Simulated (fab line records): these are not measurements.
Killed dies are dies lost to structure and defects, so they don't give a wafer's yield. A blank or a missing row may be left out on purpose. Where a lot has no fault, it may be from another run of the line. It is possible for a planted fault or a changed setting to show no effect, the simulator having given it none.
What tool caused it?	flow nandHarc	69 wafers from 23 lots sampled at 6 of the route's 1302 steps

== WHAT EACH GAUGE READ, for each wafer ==
No reading from a measuring or inspecting step in the record can be judged against a usual standard deviation.

== TOOL THAT RAN EACH LOT (tool first, then ch and the chambers of the sampled wafers, then the start) ==
lot	NHARC_A_STAIRCASE_TRIM_198	NHARC_A_STAIRCASE_TRIM_229	NHARC_A_STAIRCASE_ETCH_236	NHARC_A_STAIRCASE_STRIP_254	NHARC_A_STAIRCASE_ETCH_273	NHARC_A_STAIRCASE_DEP_301
L074	rieDiel-12 ch 0,1,2, day 16 02:55 or earlier	rieDiel-06 ch 0,1, day 16 02:55	rieDiel-06 ch 1,2, day 16 05:34 or earlier	plasmaAsher-02 ch 0,1, day 16 05:34	rieDiel-06 ch 2,3, day 17 03:21 or earlier	pecvd-02 ch 0,2, day 17 03:21
L075	rieDiel-12 ch 0,1, day 16 07:52 or earlier	rieDiel-12 ch 1,2, day 16 07:52	rieDiel-12 ch 1,2,3, day 16 10:40 or earlier	plasmaAsher-01 ch 0,1, day 16 10:40	rieDiel-10 ch 0,2,3, day 17 10:12 or earlier	pecvd-01 ch 0,1, day 17 10:12
L078	rieDiel-12 ch 0,2,3, day 17 13:05 or earlier	rieDiel-12 ch 0,1,2, day 17 13:05	rieDiel-12 ch 0,1,3, day 17 15:56 or earlier	plasmaAsher-01 ch 0,1, day 17 15:56	rieDiel-12 ch 1,2,3, day 18 10:57 or earlier	pecvd-01 ch 0,2, day 18 10:57
L076	rieDiel-10 ch 1,2,3, day 17 13:23 or earlier	rieDiel-10 ch 1,2,3, day 17 13:23	rieDiel-10 ch 0,2, day 17 16:20 or earlier	plasmaAsher-01 ch 0,1, day 17 16:20	rieDiel-10 ch 1,2, day 18 14:19 or earlier	pecvd-02 ch 0,1,2, day 18 14:19
L077	rieDiel-10 ch 0,1,3, day 17 16:10 or earlier	rieDiel-10 ch 0,1,2, day 17 16:10	rieDiel-10 ch 0,1,2, day 17 18:59 or earlier	plasmaAsher-01 ch 0,1, day 17 18:59	rieDiel-06 ch 1,3, day 18 05:20	pecvd-02 ch 0,2, day 18 19:23
L079	rieDiel-12 ch 0,1,2, day 18 00:02 or earlier	rieDiel-12 ch 0,2,3, day 18 00:02	rieDiel-12 ch 0,1,3, day 18 03:08 or earlier	plasmaAsher-01 ch 1, day 18 03:08	rieDiel-10 ch 2,3, day 18 21:06 or earlier	pecvd-01 ch 0,2, day 18 21:06
L081	rieDiel-10 ch 0,1,2, day 18 11:34 or earlier	rieDiel-06 ch 1,2, day 18 11:34	rieDiel-06 ch 1,3, day 18 14:41 or earlier	plasmaAsher-01 ch 0, day 18 14:41	rieDiel-06 ch 2, day 18 19:51	pecvd-03 ch 0,1, day 19 08:13
L080	rieDiel-10 ch 1,2,3, day 18 11:58 or earlier	rieDiel-12 ch 0,1, day 18 11:58	rieDiel-12 ch 1,2, day 18 15:11 or earlier	plasmaAsher-02 ch 0,1, day 18 15:11	rieDiel-12 ch 0,1, day 19 10:04 or earlier	pecvd-01 ch 1,2, day 19 10:04
L084	rieDiel-06 ch 2,3, day 19 13:47 or earlier	rieDiel-06 ch 1,2,3, day 19 13:47	rieDiel-06 ch 0,3, day 19 16:34 or earlier	plasmaAsher-02 ch 0,1, day 19 16:34	rieDiel-10 ch 0,3, day 20 09:19 or earlier	pecvd-03 ch 0,1, day 20 09:19
L082	rieDiel-06 ch 0,1,2, day 19 18:58 or earlier	rieDiel-06 ch 0,1, day 19 18:58	rieDiel-06 ch 0,1,2, day 19 21:46 or earlier	plasmaAsher-02 ch 0,1, day 19 21:46	rieDiel-12 ch 0,2,3, day 20 14:38 or earlier	pecvd-01 ch 1,2, day 20 14:38
L086	rieDiel-06 ch 1,2,3, day 21 06:24 or earlier	rieDiel-06 ch 2,3, day 21 06:24	rieDiel-12 ch 0,1,2, day 21 09:13 or earlier	plasmaAsher-02 ch 0,1, day 21 09:13	rieDiel-12 ch 2,3, day 22 03:10 or earlier	pecvd-03 ch 0,1, day 22 03:10
L085	rieDiel-06 ch 2,3, day 21 08:22 or earlier	rieDiel-10 ch 0,2,3, day 21 08:22	rieDiel-10 ch 0,1, day 21 11:11 or earlier	plasmaAsher-02 ch 0, day 21 11:11	rieDiel-06 ch 0,1, day 22 03:56 or earlier	pecvd-01 ch 0,2, day 22 03:56
L087	rieDiel-10 ch 2,3, day 21 17:17 or earlier	rieDiel-10 ch 1,2,3, day 21 17:17	rieDiel-10 ch 1,3, day 21 20:22 or earlier	plasmaAsher-02 ch 1, day 21 20:22	rieDiel-10 ch 2,3, day 22 15:52 or earlier	pecvd-01 ch 0,1,2, day 22 15:52
L088	rieDiel-12 ch 0,2,3, day 22 02:02 or earlier	rieDiel-06 ch 1,2, day 22 02:02	rieDiel-06 ch 1,2,3, day 22 05:00 or earlier	plasmaAsher-02 ch 0,1, day 22 05:00	rieDiel-06 ch 0,3, day 22 18:46 or earlier	pecvd-03 ch 0,1,2, day 22 18:46
L089	rieDiel-12 ch 0,1,2, day 22 07:20 or earlier	rieDiel-12 ch 0,1,2, day 22 07:20	rieDiel-12 ch 0,1,3, day 22 10:05 or earlier	plasmaAsher-02 ch 0,1, day 22 10:05	rieDiel-10 ch 0,1,3, day 23 03:05 or earlier	pecvd-03 ch 0,1,2, day 23 03:05
L091	rieDiel-12 ch 1,2, day 22 18:18 or earlier	rieDiel-06 ch 0,1,3, day 22 18:18	rieDiel-06 ch 1,2, day 22 21:42 or earlier	plasmaAsher-02 ch 0,1, day 22 21:42	rieDiel-06 ch 0,1,3, day 23 14:27 or earlier	pecvd-01 ch 0,1,2, day 23 14:27
L090	rieDiel-06 ch 0,2, day 22 22:08 or earlier	rieDiel-10 ch 1,2, day 22 22:08	rieDiel-10 ch 0,1,3, day 23 01:25 or earlier	plasmaAsher-02 ch 0,1, day 23 01:25	rieDiel-10 ch 0,1,2, day 23 18:10 or earlier	pecvd-03 ch 0,2, day 23 18:10
L092	rieDiel-12 ch 1,2, day 23 08:18 or earlier	rieDiel-06 ch 0,1, day 23 08:18	rieDiel-06 ch 0,1,3, day 23 11:19 or earlier	plasmaAsher-02 ch 0,1, day 23 11:19	rieDiel-06 ch 0,1,3, day 24 03:19 or earlier	pecvd-01 ch 0,1, day 24 03:19
L093	rieDiel-10 ch 0,2, day 23 09:26 or earlier	rieDiel-06 ch 0,2, day 23 09:26	rieDiel-06 ch 0,3, day 23 12:19 or earlier	plasmaAsher-01 ch 0,1, day 23 12:19	rieDiel-12 ch 1,2,3, day 24 06:07 or earlier	pecvd-02 ch 0,1,2, day 24 06:07
L094	rieDiel-10 ch 1,2, day 24 15:50 or earlier	rieDiel-06 ch 0,2,3, day 24 15:50	rieDiel-06 ch 0,1,3, day 24 19:21 or earlier	plasmaAsher-01 ch 0,1, day 24 19:21	rieDiel-06 ch 0,1,2, day 25 12:10 or earlier	pecvd-02 ch 0,1,2, day 25 12:10
L095	rieDiel-10 ch 0,1,3, day 24 16:26 or earlier	rieDiel-06 ch 0,1,3, day 24 16:26	rieDiel-06 ch 1,2,3, day 24 19:47 or earlier	plasmaAsher-01 ch 0,1, day 24 19:47	rieDiel-10 ch 0,1,2, day 25 14:07 or earlier	pecvd-03 ch 0,1,2, day 25 14:07
L096	rieDiel-12 ch 1,3, day 25 01:06 or earlier	rieDiel-12 ch 1,2, day 25 01:06	rieDiel-12 ch 1,3, day 25 04:26 or earlier	plasmaAsher-02 ch 0,1, day 25 04:26	rieDiel-12 ch 0,2,3, day 25 21:22 or earlier	pecvd-01 ch 0,1,2, day 25 21:22
L097	rieDiel-06 ch 0,2, day 25 16:18 or earlier	rieDiel-12 ch 1,3, day 25 16:18	rieDiel-12 ch 1,3, day 25 18:55 or earlier	plasmaAsher-01 ch 0,1, day 25 18:55	rieDiel-12 ch 0,2, day 26 14:38 or earlier	pecvd-02 ch 0,1,2, day 26 14:38
- NHARC_A_STAIRCASE_TRIM_198: chemistry O2, time 211.2 s.
- NHARC_A_STAIRCASE_TRIM_229: chemistry O2, time 211.2 s.
- NHARC_A_STAIRCASE_ETCH_236: etches the open film in C4F8/O2, target depth 100 nm, time 40.5 s.
- NHARC_A_STAIRCASE_STRIP_254: strips in O2.
- NHARC_A_STAIRCASE_ETCH_273: etches the open film in C4F8/O2/Ar, target depth 10200 nm, time 2468.6 s.
- NHARC_A_STAIRCASE_DEP_301: deposits SiON, target thk 30 nm.

== WHAT THE TOOLS THEMSELVES READ (means of the sampled wafers that have a number; where no wafer has one, the mark that the record gives instead) ==
NHARC_A_STAIRCASE_TRIM_198. Usual: chamberPressureMTorr 60.00 mTorr, standard deviation 0.055; drypumpMotorCurrentA 5.7 A, standard deviation 0.51; oesProductAu 1.002 a.u., standard deviation 0.0094; rfVppV 57.7 V, standard deviation 0.87; showerheadPlenumPTorr 3.50 Torr, standard deviation 0.1; throttleValvePct 17.036 %, standard deviation 0.01.
lot	tool	chamberPressureMTorr (mTorr)	drypumpMotorCurrentA (A)	oesProductAu (a.u.)	rfVppV (V)	showerheadPlenumPTorr (Torr)	throttleValvePct (%)	flag
L074	rieDiel-12	60.04	5.9	0.998	57.3	3.50	17.035	
L075	rieDiel-12	59.99	6.0	0.992	58.0	3.47	17.027	
L078	rieDiel-12	60.08	6.0	0.994	57.2	3.52	17.028	
L076	rieDiel-10	59.99	5.8	1.006	58.3	3.59	17.048	
L077	rieDiel-10	60.02	5.7	1.010	57.6	3.47	17.032	
L079	rieDiel-12	59.97	5.9	0.992	58.6	3.49	17.048	
L081	rieDiel-10	59.94	6.1	1.007	58.1	3.48	17.031	
L080	rieDiel-10	59.96	5.8	1.001	56.8	3.58	17.036	
L084	rieDiel-06	60.03	5.1	1.008	57.8	3.50	17.023	
L082	rieDiel-06	60.03	5.7	1.006	58.6	3.50	17.040	
L086	rieDiel-06	59.97	5.3	1.009	56.6	3.45	17.024	
L085	rieDiel-06	59.98	5.1	1.000	57.7	3.49	17.032	
L087	rieDiel-10	60.03	5.3	1.006	58.5	3.60	17.023	
L088	rieDiel-12	59.99	6.0	1.011	57.1	3.49	17.046	
L089	rieDiel-12	59.97	5.9	1.004	57.7	3.47	17.040	
L091	rieDiel-12	59.96	5.9	1.004	57.7	3.49	17.036	
L090	rieDiel-06	60.01	5.2	1.005	58.5	3.56	17.037	
L092	rieDiel-12	60.00	5.8	0.990	57.7	3.49	17.041	
L093	rieDiel-10	59.95	5.8	0.993	57.4	3.51	17.033	
L094	rieDiel-10	59.96	6.3	0.997	57.0	3.53	17.034	
L095	rieDiel-10	59.99	5.7	1.004	58.1	3.44	17.031	
L096	rieDiel-12	60.06	6.0	0.995	57.5	3.52	17.036	
L097	rieDiel-06	59.99	5.2	1.006	58.8	3.55	17.031	

NHARC_A_STAIRCASE_TRIM_229. Usual: chamberPressureMTorr 59.99 mTorr, standard deviation 0.055; drypumpMotorCurrentA 5.8 A, standard deviation 0.54; oesProductAu 1.003 a.u., standard deviation 0.01; rfVppV 57.8 V, standard deviation 0.94; showerheadPlenumPTorr 3.49 Torr, standard deviation 0.098; throttleValvePct 17.037 %, standard deviation 0.01.
lot	tool	chamberPressureMTorr (mTorr)	drypumpMotorCurrentA (A)	oesProductAu (a.u.)	rfVppV (V)	showerheadPlenumPTorr (Torr)	throttleValvePct (%)	flag
L074	rieDiel-06	59.96	6.3	1.012	56.9	3.51	17.033	
L075	rieDiel-12	60.01	5.9	0.996	57.7	3.52	17.022	
L078	rieDiel-12	59.93	5.9	0.991	57.7	3.49	17.041	
L076	rieDiel-10	59.96	5.8	1.012	57.3	3.59	17.042	
L077	rieDiel-10	59.93	6.0	1.001	57.7	3.49	17.029	
L079	rieDiel-12	59.97	6.0	0.990	58.1	3.51	17.038	
L081	rieDiel-06	60.00	5.1	1.015	57.4	3.50	17.034	
L080	rieDiel-12	60.01	6.0	0.994	57.8	3.46	17.043	
L084	rieDiel-06	59.99	5.3	1.011	57.4	3.46	17.024	
L082	rieDiel-06	59.96	6.1	1.016	58.2	3.42	17.043	
L086	rieDiel-06	60.02	5.1	0.995	58.3	3.49	17.044	
L085	rieDiel-10	60.00	5.6	1.002	57.3	3.50	17.032	
L087	rieDiel-10	59.99	5.8	0.997	57.7	3.57	17.030	
L088	rieDiel-06	60.06	5.5	1.007	57.1	3.41	17.039	
L089	rieDiel-12	59.99	5.9	1.006	57.6	3.47	17.044	
L091	rieDiel-06	59.98	5.9	1.016	57.8	3.45	17.035	
L090	rieDiel-10	60.02	6.1	0.999	57.6	3.58	17.043	
L092	rieDiel-06	60.02	6.3	1.010	57.6	3.49	17.038	
L093	rieDiel-06	60.03	5.2	1.007	58.1	3.56	17.040	
L094	rieDiel-06	60.03	5.4	1.003	57.3	3.52	17.035	
L095	rieDiel-06	59.98	5.9	0.997	57.5	3.44	17.036	
L096	rieDiel-12	59.98	5.8	0.992	58.2	3.49	17.042	
L097	rieDiel-12	60.01	5.9	1.009	57.3	3.49	17.038	

NHARC_A_STAIRCASE_ETCH_236. Usual: chamberPressureMTorr 24.999 mTorr, standard deviation 0.023; oesProductAu 0.945 a.u., standard deviation 0.013; rfVppV 894 V, standard deviation 3.6.
lot	tool	chamberPressureMTorr (mTorr)	oesProductAu (a.u.)	rfVppV (V)	flag
L074	rieDiel-06	24.993	0.971	892	
L075	rieDiel-12	25.013	0.945	896	
L078	rieDiel-12	24.990	0.940	895	
L076	rieDiel-10	24.974	0.949	892	
L077	rieDiel-10	24.982	0.954	894	
L079	rieDiel-12	25.000	0.940	895	
L081	rieDiel-06	25.014	0.931	891	
L080	rieDiel-12	24.985	0.931	896	
L084	rieDiel-06	24.991	0.939	895	
L082	rieDiel-06	25.018	0.948	895	
L086	rieDiel-12	24.984	0.966	895	
L085	rieDiel-10	25.004	0.938	892	
L087	rieDiel-10	24.998	0.942	895	
L088	rieDiel-06	25.001	0.942	894	
L089	rieDiel-12	24.997	0.955	894	
L091	rieDiel-06	24.983	0.945	894	
L090	rieDiel-10	24.977	0.944	893	
L092	rieDiel-06	25.006	0.953	893	
L093	rieDiel-06	24.991	0.972	894	
L094	rieDiel-06	25.006	0.938	893	
L095	rieDiel-06	25.002	0.949	893	
L096	rieDiel-12	24.994	0.925	896	
L097	rieDiel-12	24.995	0.936	895	

NHARC_A_STAIRCASE_STRIP_254. Usual: drypumpMotorCurrentA 5.6 A, standard deviation 0.37; heaterPowerW 340 W, standard deviation 31.
lot	tool	drypumpMotorCurrentA (A)	heaterPowerW (W)	flag
L074	plasmaAsher-02	5.5	344	
L075	plasmaAsher-01	6.0	357	
L078	plasmaAsher-01	6.0	352	
L076	plasmaAsher-01	6.0	361	
L077	plasmaAsher-01	5.7	322	
L079	plasmaAsher-01	5.5	296	
L081	plasmaAsher-01	6.3	383	
L080	plasmaAsher-02	5.5	344	
L084	plasmaAsher-02	5.3	334	
L082	plasmaAsher-02	5.5	344	
L086	plasmaAsher-02	5.4	340	
L085	plasmaAsher-02	5.7	350	
L087	plasmaAsher-02	5.2	327	
L088	plasmaAsher-02	5.5	348	
L089	plasmaAsher-02	5.4	340	
L091	plasmaAsher-02	5.5	347	
L090	plasmaAsher-02	5.3	337	
L092	plasmaAsher-02	5.3	340	
L093	plasmaAsher-01	6.0	346	
L094	plasmaAsher-01	6.0	350	
L095	plasmaAsher-01	5.8	318	
L096	plasmaAsher-02	5.4	339	
L097	plasmaAsher-01	5.8	316	

NHARC_A_STAIRCASE_ETCH_273. Usual: chamberPressureMTorr 25.000 mTorr, standard deviation 0.025; oesProductAu 0.936 a.u., standard deviation 0.012; rfVppV 1824 V, standard deviation 7.8.
lot	tool	chamberPressureMTorr (mTorr)	oesProductAu (a.u.)	rfVppV (V)	flag
L074	rieDiel-06	25.001	0.938	1826	
L075	rieDiel-10	25.013	0.939	1827	
L078	rieDiel-12	24.994	0.917	1828	
L076	rieDiel-10	25.000	0.930	1833	
L077	rieDiel-06	24.981	0.932	1819	
L079	rieDiel-10	25.021	0.932	1833	
L081	rieDiel-06	24.999	0.940	1830	
L080	rieDiel-12	25.002	0.924	1823	
L084	rieDiel-10	24.994	0.926	1823	
L082	rieDiel-12	24.980	0.937	1825	
L086	rieDiel-12	24.994	0.942	1827	
L085	rieDiel-06	24.990	0.949	1818	
L087	rieDiel-10	25.003	0.920	1833	
L088	rieDiel-06	25.014	0.956	1824	
L089	rieDiel-10	24.990	0.954	1821	
L091	rieDiel-06	25.008	0.945	1821	
L090	rieDiel-10	25.013	0.946	1821	
L092	rieDiel-06	25.037	0.931	1821	
L093	rieDiel-12	25.012	0.945	1825	
L094	rieDiel-06	24.979	0.953	1823	
L095	rieDiel-10	25.002	0.925	1821	
L096	rieDiel-12	25.007	0.935	1824	
L097	rieDiel-12	25.013	0.914	1820	

NHARC_A_STAIRCASE_DEP_301. Usual: heaterPowerOuterW 496 W, standard deviation 46; heaterPowerW 801 W, standard deviation 75; showerheadVppV 1160 V, standard deviation 73.
lot	tool	heaterPowerOuterW (W)	heaterPowerW (W)	showerheadVppV (V)	flag
L074	pecvd-02	513	816	1219	
L075	pecvd-01	576	866	1116	
L078	pecvd-01	530	857	1123	
L076	pecvd-02	484	795	1235	
L077	pecvd-02	490	806	1207	
L079	pecvd-01	471	767	1127	
L081	pecvd-03	507	840	1107	
L080	pecvd-01	481	803	1168	
L084	pecvd-03	502	829	1119	
L082	pecvd-01	474	787	1164	
L086	pecvd-03	498	827	1111	
L085	pecvd-01	438	715	1143	
L087	pecvd-01	496	782	1133	
L088	pecvd-03	463	760	1133	
L089	pecvd-03	528	835	1137	
L091	pecvd-01	531	854	1129	
L090	pecvd-03	434	697	1067	
L092	pecvd-01	506	804	1122	
L093	pecvd-02	486	796	1237	
L094	pecvd-02	503	831	1241	
L095	pecvd-03	482	780	1142	
L096	pecvd-01	458	731	1140	
L097	pecvd-02	469	781	1237	

== THE ANSWER, worked out from the rows above alone ==
Rule: lot off if the mean of its wafers having a number is beyond 3 standard deviations from the usual mean. Also off: a lot with no number at a reading for which 4 or more lots have one. Where the step has rows for the other lots, those lots are counted as sound. Order of review: gauges by route order, followed by the tools' own readings, for which a lot's mean as printed above is used. At the first step where some lot is off, the reading lying furthest off is the one used; lots without a number count as furthest.
None of the lots is off at any reading shown; this tells nothing.

== WHAT THE SIMULATOR PUT IN ==
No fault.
